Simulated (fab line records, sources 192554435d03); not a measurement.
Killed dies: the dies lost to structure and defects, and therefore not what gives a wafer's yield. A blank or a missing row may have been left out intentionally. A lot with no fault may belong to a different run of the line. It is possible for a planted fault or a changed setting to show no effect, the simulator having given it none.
Matching of chambers | flow n5_finfet | N5_FIN_SAQP_HM_OPEN_73 on rie_diel-03 has 4 sister chambers
The step chemistry CHF3/O2, target SiO2, stops on a-Si, target depth 12 nm, time 16.8 s. 4 wafers are shown with their chamber, then 8 later ones without.

WAFERS WITH THEIR CHAMBER
wafer  | chamber | showerhead_plenum_p_Torr (Torr)
L078.6 | 2       | 2.30
L090.1 | 3       | 2.43
L090.2 | 1       | 2.50
L091.2 | 0       | 2.47

WAFERS MISSING THEIR CHAMBER
wafer  | showerhead_plenum_p_Torr (Torr)
L091.4 | 2.43
L091.5 | 2.50
L092.1 | 2.50
L092.2 | 2.43
L092.3 | 2.58
L097.2 | 2.47
L097.4 | 2.50
L097.6 | 2.43

WHICH CHAMBER EACH WENT THROUGH
wafer  | from the rows above          | in truth
L091.4 | can't be placed: 3 or 0      | 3
L091.5 | can't be placed: 1 or 0      | 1
L092.1 | can't be placed: 1 or 0      | 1
L092.2 | can't be placed: 3 or 0      | 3
L092.3 | can't be placed: 1 or 0      | 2
L097.2 | can't be placed: 0 or 1 or 3 | 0
L097.4 | can't be placed: 1 or 0      | 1
L097.6 | can't be placed: 3 or 0      | 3
Correct placement for 0 of the 8. These rows do not allow placing 8 (true chamber among the candidates in 7). 0 placed wrongly.
How it was worked out, from the rows above alone: a wafer's distance from a chamber is the root of the sum, over the readings, of the square of ((its reading less the chamber's mean) divided by the reading's scatter). The wafer belongs to the nearest chamber; if the next one is less than 2 further off, it can't be placed. The mean given for a chamber averages the wafers shown for that chamber. The scatter: root of mean squared gap, hidden wafer to nearest shown wafer, with one shown wafer a chamber.
